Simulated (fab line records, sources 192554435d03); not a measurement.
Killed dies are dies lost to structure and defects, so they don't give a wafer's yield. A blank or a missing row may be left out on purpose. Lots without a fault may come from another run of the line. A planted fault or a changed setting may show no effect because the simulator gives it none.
fab line records | flow n5_finfet
record lots=12 wafers=33 last_day=18
route steps=1938 shown GATE_CUT@510 PAD_METAL@1895 PASSIVATION@1928
lots that met no fault: from a run of the same line without faults
start_h: hours from the record's first day to the start of the lot's first wafer shown | wait_h: hours since the lot's step before | " the same as in the row above | L1.1+2: a row that stands for several wafers | - no value, or no start given | * or withheld: withheld | < > ~ a bound
route shown NAME@n: a module of which the file shows steps, and the number in the route of the first | usual: mean/standard deviation of fault-free wafers | same: alike in all rows | chamber/n: place in a boat | sites: the reading at each site | _std_site: their standard deviation | _edge_site: outer sites' mean less inner sites' | radius_mm: how far each site lies from the wafer's centre | mask NAME#n: copy n | behind: the tool/chamber that last shaped the wafer | hold: why the lot was held/for how many hours/how that ended | device: the transistor (n, p or np) that didn't switch | end of line: the same wafers' tests at the end of the route | a step without rows: its recipe alone | killed: dies lost to structure and defects at the first sort, not the wafer's yield | map: a wafer's dies, x killed, . not, _ none there
set.NAME: the setting as run; set.NAME@STEP: as run at that earlier step | model.NAME: the simulator's own value behind a step, which no gauge read
steps of the route over a sample of lots; a table a step, a row a wafer
services: from which hour (start_h, from the record's first day; less than 0 if before it) a tool's chamber was out of use, for how many hours, and why
## steps
# step N5_GATE_CUT_ALD_22
# recipe material=SiNx target_thk_a=160 temp_c=400 ald_precursor_family=SiH2I2 ald_co_reactant=N2/H2-plasma pulse_time_s=1 ald_cycles=320 purge_time_s=2 co_reactant_purge_time_s=2 pressure_torr=2
# usual heater_power_outer_w=486/61 heater_power_w=817/98 precursor_pulse_height_rel=1.001/0.02
# columns lot.wafer tool chamber start_h wait_h heater_power_outer_w heater_power_w precursor_pulse_height_rel
L848.3 ald_sin-03 0 84.37 0.3 459 812 0.996
L848.4 " 1 " " 376 618 1.018
L848.5 " 0 " " 462 809 1.005
L849.3 ald_sin-03 0 88.84 0.1 458 774 1.032
L849.4 " 3 " " 550 916 1.018
L849.6 " 2 " " 573 934 0.949
L851.1 ald_sin-04 1 102.90 0.0 477 772 1.037
L851.3 " 2 " " 466 856 1.006
L851.6 " 1 " " 473 760 1.002
L852.1 ald_sin-03 2 109.62 0.0 585 933 1.010
L852.4 " 1 " " 371 615 0.975
L852.5 " 1 " " 372 629 1.024
L853.1 ald_sin-01 0 115.61 0.0 489 825 0.984
L853.3 " 1 " " 530 878 0.990
L856.4 ald_sin-04 0 132.32 0.0 405 705 1.022
L856.5 " 1 " " 482 762 0.976
L858.2 ald_sin-04 3 144.80 0.0 501 908 1.002
L858.5 " 0 " " 402 715 1.013
L858.6 " 3 " " 500 904 0.987
L859.2 ald_sin-03 3 155.54 1.1 560 945 1.001
L859.3 " 0 " " 460 799 0.966
L859.5 " 0 " " 464 798 0.974
L860.2 ald_sin-04 0 156.66 0.7 409 704 1.037
L860.3 " 2 " " 495 878 1.043
L860.6 " 3 " " 517 893 1.018
L862.2 ald_sin-04 3 167.38 0.0 517 890 0.986
L862.3 " 0 " " 425 724 0.935
L867.2 ald_sin-04 2 201.66 0.0 473 853 1.006
L867.3 " 3 " " 510 861 1.017
L867.6 " 2 " " 479 854 0.975
L870.1 ald_sin-04 3 218.22 0.0 499 842 0.993
L870.3 " 0 " " 397 663 0.965
L870.5 " 2 " " 479 828 1.029
# step N5_PASSIVATION_SPUTTER_20
# recipe material=TaN target_thk_a=500 temp_c=25 chamber_pressure_pa=0.4
# usual throttle_valve_pct=30.2/1.4
# columns lot.wafer tool chamber start_h wait_h throttle_valve_pct
L848.3 pvd_sputter-03 - 309.33 0.0 33.3
L848.4 " - " " 30.2
L848.5 " - " " 27.5
L849.3 pvd_sputter-03 - 313.93 0.0 29.2
L849.4 " - " " 30.1
L849.6 " - " " 30.2
L853.1 pvd_sputter-03 - 314.45 0.0 29.9
L853.3 " - " " 33.6
L856.4 pvd_sputter-03 - 325.95 0.1 29.7
L856.5 " - " " 30.3
L851.1 pvd_sputter-02 - 327.36 0.0 31.3
L851.3 " - " " 30.0
L851.6 " - " " 29.4
L852.1 pvd_sputter-01 - 348.32 0.0 28.8
L852.4 " - " " 29.6
L852.5 " - " " 29.5
L858.2 pvd_sputter-02 - 350.04 0.0 31.1
L858.5 " - " " 31.0
L858.6 " - " " 30.7
L859.2 pvd_sputter-01 - 360.70 0.0 28.8
L859.3 " - " " 29.7
L859.5 " - " " 30.5
L860.2 pvd_sputter-03 - 363.53 0.0 33.5
L860.3 " - " " 30.3
L860.6 " - " " 30.2
L862.2 pvd_sputter-01 - 386.97 0.0 30.9
L862.3 " - " " 29.4
L867.2 pvd_sputter-02 - 409.03 0.0 29.7
L867.3 " - " " 30.7
L867.6 " - " " 31.2
L870.1 pvd_sputter-01 - 429.55 0.0 30.7
L870.3 " - " " 31.3
L870.5 " - " " 31.1
# step N5_PASSIVATION_DESCUM_46
# recipe chemistry=O2 time_s=7.9 source_power_w=50 bias_power_w=20 pressure_mtorr=20 rf_frequency_hz=2.712e+07 temp_c=40 o2_flow_sccm=225
# usual bias_power_w=20.00/0.063 drypump_motor_current_A=5.7/0.42 oes_product_au=0.81/0.062 rf_vpp_V=242.7/1.3 showerhead_plenum_p_Torr=2.07/0.071 throttle_valve_pct=20.45/0.23
# columns lot.wafer tool chamber start_h wait_h bias_power_w drypump_motor_current_A oes_product_au rf_hours_counter_h rf_vpp_V showerhead_plenum_p_Torr throttle_valve_pct
L848.3 rie_diel-03 2 312.04 0.0 20.06 5.8 0.91 26 245.6 2.24 20.55
L848.4 " 0 " " 19.94 5.2 0.68 231 241.5 1.97 20.38
L848.5 " 0 " " 20.01 5.2 0.68 - 240.0 1.97 20.39
L849.3 rie_diel-01 1 317.05 0.4 20.00 6.3 0.85 47 243.0 2.05 20.39
L849.4 " 0 " " 20.05 4.8 0.90 20 243.4 2.05 20.53
L849.6 " 2 " " 20.05 5.8 0.83 - 241.5 2.05 20.70
L853.1 rie_diel-03 3 317.51 0.5 19.94 5.8 0.75 143 242.0 2.11 20.72
L853.3 " 0 " " 19.95 5.2 0.67 234 241.4 1.97 20.39
L856.4 rie_diel-06 0 328.41 0.0 19.99 5.8 0.74 172 242.1 1.98 20.08
L856.5 " 3 " " 19.92 6.0 0.91 - 242.8 2.07 20.59
L851.1 rie_diel-01 3 329.76 0.0 19.95 6.1 0.78 126 242.6 2.02 20.12
L851.3 " 2 " " 20.01 5.8 0.82 80 244.8 2.05 20.72
L851.6 " 3 " " 19.93 6.1 0.77 - 242.6 2.02 20.12
L852.1 rie_diel-06 1 350.73 0.0 19.97 5.8 0.89 22 241.9 2.04 20.29
L852.4 " 0 " " 19.94 5.7 0.73 181 241.7 1.98 20.08
L852.5 " 1 " " 19.95 5.7 0.88 - 243.4 2.04 20.28
L858.2 rie_diel-01 0 352.83 0.0 19.97 4.9 0.86 33 241.8 2.04 20.56
L858.5 " 1 " " 20.02 6.3 0.84 - 241.4 2.04 20.42
L858.6 " 2 " " 19.99 5.8 0.81 - 242.2 2.05 20.73
L859.2 rie_diel-03 1 364.07 0.2 20.07 5.9 0.82 80 243.1 2.14 20.18
L859.3 " 3 " " 20.03 5.8 0.75 161 244.0 2.11 20.75
L859.5 " 1 " " 20.00 5.9 0.83 - 244.4 2.14 20.16
L860.2 rie_diel-06 2 366.95 0.8 19.88 4.9 0.81 114 243.8 2.10 20.68
L860.3 " 0 " " 20.06 5.7 0.72 187 241.4 1.97 20.09
L860.6 " 0 " " 20.19 5.7 0.72 - 242.7 1.97 20.09
L862.2 rie_diel-01 1 390.01 0.0 19.99 6.3 0.83 68 243.3 2.04 20.41
L862.3 " 3 " " 20.03 6.1 0.77 144 243.2 2.01 20.15
L867.2 rie_diel-06 0 411.83 0.3 20.12 5.8 0.71 204 240.5 1.97 20.13
L867.3 " 3 " " 20.02 6.0 0.85 58 243.6 2.06 20.61
L867.6 " 0 " " 20.01 5.7 0.71 - 241.7 1.97 20.11
L870.1 rie_diel-01 0 433.49 0.9 19.94 4.8 0.83 55 242.8 2.03 20.60
L870.3 " 1 " " 20.11 6.3 0.81 86 242.1 2.03 20.44
L870.5 " 0 " " 19.96 4.8 0.83 - 242.6 2.03 20.58
# step N5_PASSIVATION_STRIP_48
# recipe chemistry=O2 power_w=600 temp_c=60 pressure_mtorr=30 rf_frequency_hz=6e+07 bias_power_w=0 overash_fraction=0.5 o2_flow_sccm=225
# usual drypump_motor_current_A=5.7/0.42 oes_product_au=0.81/0.063 rf_vpp_V=3.9/2.6 showerhead_plenum_p_Torr=2.07/0.071 throttle_valve_pct=16.66/0.2
# same bias_power_w=0
# columns lot.wafer tool chamber start_h wait_h drypump_motor_current_A oes_product_au rf_hours_counter_h rf_vpp_V showerhead_plenum_p_Torr throttle_valve_pct
L848.3 rie_diel-03 2 312.59 0.1 5.8 0.90 26 2.0 2.24 16.71
L848.4 " 0 " " 5.2 0.68 231 1.6 1.97 16.71
L848.5 " 0 " " 5.2 0.69 - 2.8 1.97 16.65
L849.3 rie_diel-01 1 317.60 0.1 6.3 0.85 48 1.1 2.05 16.53
L849.4 " 0 " " 4.8 0.90 20 1.5 2.05 16.68
L849.6 " 2 " " 5.8 0.80 - 6.5 2.06 16.86
L853.1 rie_diel-03 3 318.06 0.1 5.8 0.79 144 5.3 2.12 16.92
L853.3 " 0 " " 5.2 0.67 234 4.7 1.97 16.68
L856.4 rie_diel-06 0 328.97 0.1 5.7 0.72 173 1.0 1.98 16.40
L856.5 " 3 " " 6.0 0.91 - 0 2.08 16.76
L851.1 rie_diel-01 3 330.31 0.1 6.1 0.77 127 1.7 2.02 16.40
L851.3 " 2 " " 5.8 0.82 80 4.7 2.06 16.81
L851.6 " 3 " " 6.1 0.81 - 5.1 2.02 16.35
L852.1 rie_diel-06 1 351.28 0.1 5.7 0.90 22 1.7 2.05 16.50
L852.4 " 0 " " 5.7 0.75 181 6.4 1.98 16.41
L852.5 " 1 " " 5.7 0.90 - 5.8 2.04 16.46
L858.2 rie_diel-01 0 353.38 0.1 4.9 0.85 33 7.2 2.05 16.71
L858.5 " 1 " " 6.3 0.85 - 4.0 2.05 16.48
L858.6 " 2 " " 5.8 0.81 - 3.1 2.06 16.90
L859.2 rie_diel-03 1 364.63 0.1 5.8 0.84 81 6.0 2.14 16.47
L859.3 " 3 " " 5.8 0.76 162 11.1 2.11 16.97
L859.5 " 1 " " 5.8 0.79 - 0.9 2.14 16.45
L860.2 rie_diel-06 2 367.50 0.1 4.9 0.83 114 1.0 2.10 16.91
L860.3 " 0 " " 5.8 0.72 187 1.8 1.98 16.46
L860.6 " 0 " " 5.7 0.70 - 7.1 1.98 16.45
L862.2 rie_diel-01 1 390.56 0.1 6.4 0.85 69 9.2 2.05 16.58
L862.3 " 3 " " 6.1 0.76 144 1.7 2.01 16.39
L867.2 rie_diel-06 0 412.38 0.1 5.7 0.73 204 0 1.97 16.43
L867.3 " 3 " " 6.0 0.84 58 7.4 2.07 16.81
L867.6 " 0 " " 5.8 0.72 - 4.8 1.97 16.52
L870.1 rie_diel-01 0 434.04 0.1 4.8 0.80 56 0.7 2.04 16.75
L870.3 " 1 " " 6.4 0.79 86 3.5 2.04 16.69
L870.5 " 0 " " 4.9 0.83 - 3.2 2.04 16.81
# step N5_PASSIVATION_PROBE_49
# usual killed_at_M0_to_M3=35/11 killed_at_M4_up=14/5.4 killed_at_contacts=13/6 killed_at_front_end=38/11 killed_at_other=3.4/2.6 killed_dies=104/19 killed_on_rim=13/3.9 killed_open=68/13 killed_short=34/8.5
# same gross_dies=1180 killed_at_back_side=0
# columns lot.wafer tool chamber start_h wait_h killed_at_M0_to_M3 killed_at_M4_up killed_at_contacts killed_at_front_end killed_at_other killed_dies killed_on_rim killed_open killed_short
L848.3 prober-01 - 315.18 0.1 32 20 12 48 4 116 9 76 38
L848.4 prober-01 - 315.23 0.2 48 16 13 25 4 106 16 62 38
L848.5 prober-01 - 315.28 0.2 49 12 9 36 2 108 8 74 34
L849.3 prober-02 - 320.37 0.3 39 13 10 34 5 101 9 67 32
L849.4 prober-02 - 320.42 0.3 29 19 6 19 1 74 10 48 26
L849.6 prober-02 - 320.52 0.4 34 9 4 24 5 76 9 54 22
L853.1 prober-01 - 321.35 0.0 48 17 15 42 3 125 18 85 36
L853.3 prober-01 - 321.45 0.1 41 14 9 38 0 102 14 74 28
L856.4 prober-01 - 331.64 0.2 25 13 11 36 3 88 14 60 26
L856.5 prober-01 - 331.69 0.2 39 9 17 36 4 105 11 63 41
L851.1 prober-02 - 332.81 0.0 33 8 17 35 4 97 15 67 29
L851.3 prober-02 - 332.91 0.1 40 9 16 36 3 104 22 65 35
L851.6 prober-02 - 333.06 0.3 46 16 20 32 1 115 16 73 35
L852.1 prober-01 - 353.79 0.0 28 17 11 35 4 95 11 63 32
L852.4 prober-01 - 353.94 0.2 27 13 13 24 1 78 12 52 26
L852.5 prober-01 - 353.99 0.2 14 15 14 31 2 76 9 50 25
L858.2 prober-02 - 355.92 0.1 31 11 11 39 4 96 13 72 23
L858.5 prober-02 - 356.07 0.2 44 21 7 44 5 121 11 82 39
L858.6 prober-02 - 356.12 0.3 57 23 12 50 4 146 20 95 49
L859.2 prober-01 - 367.17 0.1 36 15 12 37 2 102 11 61 41
L859.3 prober-01 - 367.22 0.1 55 14 12 32 8 121 17 82 39
L859.5 prober-01 - 367.32 0.2 37 9 16 39 1 102 9 67 35
L860.2 prober-01 - 370.04 0.1 47 12 7 31 6 103 17 72 26
L860.3 prober-01 - 370.09 0.1 38 9 10 60 5 122 16 79 42
L860.6 prober-01 - 370.24 0.3 32 17 4 32 9 94 16 57 37
L862.2 prober-01 - 393.10 0.1 29 14 3 41 5 92 16 60 32
L862.3 prober-01 - 393.15 0.1 34 15 23 34 0 106 14 74 31
L867.2 prober-01 - 414.94 0.1 34 25 10 62 4 135 12 88 39
L867.3 prober-01 - 414.99 0.1 43 17 13 363 1 437 152 81 46
L867.6 prober-01 - 415.14 0.3 34 22 12 42 5 115 13 80 35
L870.1 prober-01 - 436.53 0.0 23 20 3 365 3 414 152 71 27
L870.3 prober-01 - 436.63 0.1 36 19 12 33 0 100 11 73 26
L870.5 prober-01 - 436.73 0.2 18 11 10 52 0 91 8 64 27
# killed by level:class
L848.3 FIN_SAQP:geometric_particle:short=13 FIN_SAQP:geometric_particle:open=9 STI_FIN_REVEAL:geometric_particle:open=9 MOL_CONTACT_COAG:geometric_particle:open=9 BEOL_M4:geometric_particle:open=9 BEOL_M3:geometric_particle:open=8 BEOL_M2:geometric_particle:short=5 GATE_CUT:geometric_particle:short=5
L848.4 BEOL_M3:geometric_particle:open=15 MOL_CONTACT_COAG:geometric_particle:open=10 BEOL_M0_SAQP:geometric_particle:short=9 BEOL_M4:geometric_particle:open=8 BEOL_M2:geometric_particle:open=6 FIN_SAQP:geometric_particle:short=4 GATE_CUT:geometric_particle:short=4 BEOL_M0:geometric_particle:short=4
L848.5 BEOL_M2:geometric_particle:open=17 STI_FIN_REVEAL:geometric_particle:open=11 FIN_SAQP:geometric_particle:open=9 BEOL_M0_SAQP:geometric_particle:open=7 MOL_CONTACT_COAG:geometric_particle:open=6 BEOL_M0_SAQP:geometric_particle:short=5 BEOL_M2:geometric_particle:short=5 FIN_SAQP:geometric_particle:short=4
L849.3 FIN_SAQP:geometric_particle:open=9 MOL_CONTACT_COAG:geometric_particle:open=9 BEOL_M3:geometric_particle:open=8 BEOL_M0_SAQP:geometric_particle:short=7 BEOL_M0_SAQP:geometric_particle:open=6 BEOL_M2:geometric_particle:open=6 BEOL_M1:geometric_particle:open=5 BEOL_M3:geometric_particle:short=5
L849.4 BEOL_M0_SAQP:geometric_particle:short=9 BEOL_M4:geometric_particle:open=8 BEOL_M1:geometric_particle:open=7 STI_FIN_REVEAL:geometric_particle:open=6 GATE_CUT:geometric_particle:short=4 MOL_CONTACT_COAG:geometric_particle:open=4 BEOL_M0_SAQP:geometric_particle:open=4 BEOL_M5:geometric_particle:open=4
L849.6 BEOL_M1:geometric_particle:open=10 BEOL_M3:geometric_particle:open=7 STARTING-WAFER:geometric_particle:short=6 FIN_SAQP:geometric_particle:open=5 BEOL_M0_SAQP:geometric_particle:open=5 DUMMY_GATE:geometric_particle:open=4 MOL_CONTACT_COAG:geometric_particle:open=4 BEOL_M0_SAQP:geometric_particle:short=4
L853.1 BEOL_M2:geometric_particle:open=14 MOL_CONTACT_COAG:geometric_particle:open=11 FIN_SAQP:geometric_particle:open=8 BEOL_M1:geometric_particle:open=8 BEOL_M4:geometric_particle:open=7 BEOL_M0_SAQP:geometric_particle:open=6 STI_FIN_REVEAL:geometric_particle:open=6 BEOL_M0:geometric_particle:open=6
L853.3 BEOL_M0_SAQP:geometric_particle:open=10 STI_FIN_REVEAL:geometric_particle:open=8 FIN_SAQP:geometric_particle:open=7 MOL_CONTACT_COAG:geometric_particle:open=7 BEOL_M0_SAQP:geometric_particle:short=7 BEOL_M2:geometric_particle:open=7 BEOL_M0:geometric_particle:open=7 BEOL_M4:geometric_particle:open=7
L856.4 FIN_SAQP:geometric_particle:open=11 MOL_CONTACT_COAG:geometric_particle:open=10 BEOL_M3:geometric_particle:open=7 BEOL_M2:geometric_particle:open=6 FIN_SAQP:geometric_particle:short=4 BEOL_M1:geometric_particle:open=4 BEOL_M3:geometric_particle:short=4 STI_FIN_REVEAL:geometric_particle:open=3
L856.5 MOL_CONTACT_COAG:geometric_particle:open=15 BEOL_M2:geometric_particle:open=9 BEOL_M3:geometric_particle:short=8 BEOL_M3:geometric_particle:open=7 FIN_SAQP:geometric_particle:open=5 GATE_CUT:geometric_particle:short=5 BEOL_M2:geometric_particle:short=5 FIN_SAQP:geometric_particle:short=4
L851.1 BEOL_M0_SAQP:geometric_particle:open=13 MOL_CONTACT_COAG:geometric_particle:open=9 DUMMY_GATE:geometric_particle:open=8 MOL_CONTACT_COAG:geometric_particle:short=8 FIN_SAQP:geometric_particle:open=6 STARTING-WAFER:geometric_particle:open=6 BEOL_M1:geometric_particle:open=6 BEOL_M0_SAQP:geometric_particle:short=5
L851.3 STI_FIN_REVEAL:geometric_particle:open=11 MOL_CONTACT_COAG:geometric_particle:open=10 BEOL_M1:geometric_particle:open=10 BEOL_M2:geometric_particle:open=9 BEOL_M1:geometric_particle:short=7 MOL_CONTACT_COAG:geometric_particle:short=6 FIN_SAQP:geometric_particle:short=5 GATE_CUT:geometric_particle:short=5
L851.6 MOL_CONTACT_COAG:geometric_particle:open=16 BEOL_M0_SAQP:geometric_particle:short=11 BEOL_M2:geometric_particle:open=11 BEOL_M1:geometric_particle:open=8 BEOL_M4:geometric_particle:open=8 FIN_SAQP:geometric_particle:short=5 STI_FIN_REVEAL:geometric_particle:open=5 BEOL_M3:geometric_particle:open=5
L852.1 FIN_SAQP:geometric_particle:short=9 BEOL_M0_SAQP:geometric_particle:open=9 MOL_CONTACT_COAG:geometric_particle:open=8 STI_FIN_REVEAL:geometric_particle:open=7 BEOL_M4:geometric_particle:open=7 FIN_SAQP:geometric_particle:open=6 BEOL_M0_SAQP:geometric_particle:short=6 GATE_CUT:geometric_particle:open=6
L852.4 BEOL_M0_SAQP:geometric_particle:open=13 MOL_CONTACT_COAG:geometric_particle:open=12 BEOL_M0_SAQP:geometric_particle:short=7 BEOL_M4:geometric_particle:open=6 FIN_SAQP:geometric_particle:short=4 STI_FIN_REVEAL:geometric_particle:open=4 GATE_CUT:geometric_particle:short=4 BEOL_M1:geometric_particle:open=3
L852.5 MOL_CONTACT_COAG:geometric_particle:open=13 FIN_SAQP:geometric_particle:short=10 GATE_CUT:geometric_particle:open=7 BEOL_M4:geometric_particle:open=7 BEOL_M0_SAQP:geometric_particle:open=4 BEOL_M1:geometric_particle:open=4 STARTING-WAFER:geometric_particle:short=4 FIN_CUT:geometric_particle:open=3
L858.2 BEOL_M0_SAQP:geometric_particle:open=11 MOL_CONTACT_COAG:geometric_particle:open=9 DUMMY_GATE:geometric_particle:open=8 FIN_SAQP:geometric_particle:open=5 STI_FIN_REVEAL:geometric_particle:open=5 STARTING-WAFER:geometric_particle:short=5 GATE_CUT:geometric_particle:short=4 GATE_CUT:geometric_particle:open=4
L858.5 FIN_SAQP:geometric_particle:open=15 STI_FIN_REVEAL:geometric_particle:open=10 FIN_SAQP:geometric_particle:short=9 BEOL_M0_SAQP:geometric_particle:open=9 BEOL_M2:geometric_particle:open=8 BEOL_M0_SAQP:geometric_particle:short=7 BEOL_M4:geometric_particle:open=7 MOL_CONTACT_COAG:geometric_particle:open=6
L858.6 FIN_SAQP:geometric_particle:open=12 BEOL_M0_SAQP:geometric_particle:short=11 MOL_CONTACT_COAG:geometric_particle:open=10 BEOL_M2:geometric_particle:open=9 FIN_SAQP:geometric_particle:short=8 BEOL_M0_SAQP:geometric_particle:open=8 BEOL_M1:geometric_particle:open=8 BEOL_M5:geometric_particle:open=8
L859.2 FIN_SAQP:geometric_particle:open=9 BEOL_M0_SAQP:geometric_particle:short=9 GATE_CUT:geometric_particle:short=8 MOL_CONTACT_COAG:geometric_particle:open=7 STI_FIN_REVEAL:geometric_particle:open=6 BEOL_M1:geometric_particle:open=6 BEOL_M2:geometric_particle:open=6 BEOL_M3:geometric_particle:open=6
L859.3 BEOL_M0_SAQP:geometric_particle:short=13 BEOL_M0_SAQP:geometric_particle:open=12 BEOL_M3:geometric_particle:open=12 MOL_CONTACT_COAG:geometric_particle:open=11 STI_FIN_REVEAL:geometric_particle:open=8 BEOL_M2:geometric_particle:open=7 BEOL_M1:geometric_particle:open=5 STI_FIN_REVEAL:geometric_particle:short=4
L859.5 MOL_CONTACT_COAG:geometric_particle:open=11 FIN_SAQP:geometric_particle:open=10 BEOL_M2:geometric_particle:open=10 FIN_SAQP:geometric_particle:short=7 BEOL_M3:geometric_particle:open=7 MOL_CONTACT_COAG:geometric_particle:short=5 BEOL_M0_SAQP:geometric_particle:open=5 BEOL_M0_SAQP:geometric_particle:short=5
L860.2 BEOL_M2:geometric_particle:open=21 STI_FIN_REVEAL:geometric_particle:open=10 STI_FIN_REVEAL:geometric_particle:short=6 MOL_CONTACT_COAG:geometric_particle:open=6 BEOL_M0_SAQP:geometric_particle:short=5 BEOL_M3:geometric_particle:open=5 HKMG_FIN:area_etch=5 BEOL_M1:geometric_particle:open=4
L860.3 FIN_SAQP:geometric_particle:open=22 FIN_SAQP:geometric_particle:short=15 BEOL_M2:geometric_particle:open=14 BEOL_M1:geometric_particle:open=7 GATE_CUT:geometric_particle:open=6 MOL_CONTACT_COAG:geometric_particle:short=6 BEOL_M0_SAQP:geometric_particle:short=6 GATE_CUT:geometric_particle:short=5
L860.6 BEOL_M1:geometric_particle:open=9 BEOL_M4:geometric_particle:open=9 FIN_SAQP:geometric_particle:open=7 BEOL_M2:geometric_particle:open=7 STI_FIN_REVEAL:geometric_particle:open=6 BEOL_M0_SAQP:geometric_particle:short=5 BEOL_M2:geometric_particle:short=5 FIN_SAQP:geometric_particle:short=4
L862.2 BEOL_M1:geometric_particle:open=13 FIN_SAQP:geometric_particle:open=10 GATE_CUT:geometric_particle:short=10 BEOL_M4:geometric_particle:open=9 STI_FIN_REVEAL:geometric_particle:open=5 BEOL_M0_SAQP:geometric_particle:short=5 STI_FIN_REVEAL:geometric_particle:short=4 BEOL_M0:geometric_particle:open=4
L862.3 MOL_CONTACT_COAG:geometric_particle:open=21 FIN_SAQP:geometric_particle:open=11 BEOL_M0_SAQP:geometric_particle:short=9 BEOL_M4:geometric_particle:open=9 BEOL_M0_SAQP:geometric_particle:open=8 BEOL_M1:geometric_particle:open=6 BEOL_M2:geometric_particle:open=6 FIN_SAQP:geometric_particle:short=5
L867.2 FIN_SAQP:geometric_particle:open=16 FIN_SAQP:geometric_particle:short=12 MOL_CONTACT_COAG:geometric_particle:open=10 BEOL_M0_SAQP:geometric_particle:open=10 BEOL_M0_SAQP:geometric_particle:short=9 BEOL_M4:geometric_particle:open=9 HKMG_FIN:area_etch=8 STI_FIN_REVEAL:geometric_particle:open=7
L867.3 GATE_CUT:area_ald=310 BEOL_M0_SAQP:geometric_particle:open=19 STI_FIN_REVEAL:geometric_particle:open=14 FIN_SAQP:geometric_particle:short=12 BEOL_M0_SAQP:geometric_particle:short=12 MOL_CONTACT_COAG:geometric_particle:open=10 BEOL_M4:geometric_particle:open=8 FIN_SAQP:geometric_particle:open=7
L867.6 MOL_CONTACT_COAG:geometric_particle:open=12 BEOL_M4:geometric_particle:open=11 FIN_SAQP:geometric_particle:short=10 FIN_SAQP:geometric_particle:open=7 STI_FIN_REVEAL:geometric_particle:open=7 BEOL_M0_SAQP:geometric_particle:open=7 BEOL_M0_SAQP:geometric_particle:short=6 BEOL_M1:geometric_particle:open=6
L870.1 GATE_CUT:area_ald=315 STI_FIN_REVEAL:geometric_particle:open=19 BEOL_M4:geometric_particle:open=10 FIN_SAQP:geometric_particle:open=8 BEOL_M1:geometric_particle:open=8 FIN_SAQP:geometric_particle:short=5 GATE_CUT:geometric_particle:short=5 BEOL_M0:geometric_particle:open=5
L870.3 BEOL_M3:geometric_particle:open=12 MOL_CONTACT_COAG:geometric_particle:open=11 BEOL_M4:geometric_particle:open=9 STI_FIN_REVEAL:geometric_particle:open=7 BEOL_M2:geometric_particle:open=7 GATE_CUT:geometric_particle:short=5 BEOL_M0_SAQP:geometric_particle:short=5 BEOL_M0_SAQP:geometric_particle:open=5
L870.5 STI_FIN_REVEAL:geometric_particle:open=13 FIN_SAQP:geometric_particle:open=9 FIN_SAQP:geometric_particle:short=8 BEOL_M1:geometric_particle:open=8 BEOL_M4:geometric_particle:open=8 MOL_CONTACT_COAG:geometric_particle:open=6 BEOL_M3:geometric_particle:open=5 GATE_CUT:geometric_particle:open=4
## services
# columns tool chamber start_h hours kind
rie_diel-06 0 76.12 3.5 repair
ald_sin-04 - 77.28 0.6 repair
rie_diel-06 2 127.22 13.3 repair
rie_diel-01 3 129.40 7.0 repair
rie_diel-06 1 153.08 4.2 repair
ald_sin-04 - 176.75 14.0 pm
ald_sin-03 2 182.84 6.7 repair
rie_diel-03 2 201.74 28.7 repair
rie_diel-06 1 214.36 13.2 repair
rie_diel-03 - 219.88 28.1 pm
pvd_sputter-03 - 239.40 1.2 repair
ald_sin-04 - 247.26 2.8 pm
ald_sin-03 - 255.99 6.0 pm
ald_sin-04 1 256.51 4.2 repair
ald_sin-03 0 266.15 11.9 repair
ald_sin-03 1 267.02 2.7 repair
ald_sin-03 - 268.78 14.0 pm
rie_diel-01 2 306.55 1.8 repair
rie_diel-01 - 317.64 2.8 pm
pvd_sputter-01 - 352.83 2.6 repair
rie_diel-01 - 365.55 15.6 pm
pvd_sputter-01 - 414.53 1.3 repair
ald_sin-03 1 416.05 2.7 repair
ald_sin-04 - 425.65 0.8 repair
## key
first_sign step=N5_PASSIVATION_PROBE_49 reading=killed_at_front_end direction=up sigmas=30 usual=38 struck=364
effect step=N5_PASSIVATION_PROBE_49 reading=killed_dies direction=up sigmas=17 usual=104 struck=426
more_kills_born_at N5_GATE_CUT_ALD_22@ald_sin-04=625
met_at N5_GATE_CUT_ALD_22
struck_lots L867,L870
struck_wafers L867.3,L870.1
tester_left_out L867,L870
not_acting_at N5_PASSIVATION_SPUTTER_20,N5_PASSIVATION_DESCUM_46,N5_PASSIVATION_STRIP_48
onset_between 167.38 201.66
fault kind=site_profile_drift tool=ald_sin-04 chamber=3 onset_h=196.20 steps=N5_GATE_CUT_ALD_22 basis=fraction max_abs_drift=0.32468 slope_share_per_hr=72.151 site_pattern=0,0,0,0,0,-1,-1,-1,-1
# tester_left_out: of these lots the tester's yield and bins aren't shown, on N5 and GAA mostly nor the transistor test; their killed dies are dies lost to structure and defects alone, not to doping, threshold or leakage, so they don't give the yield
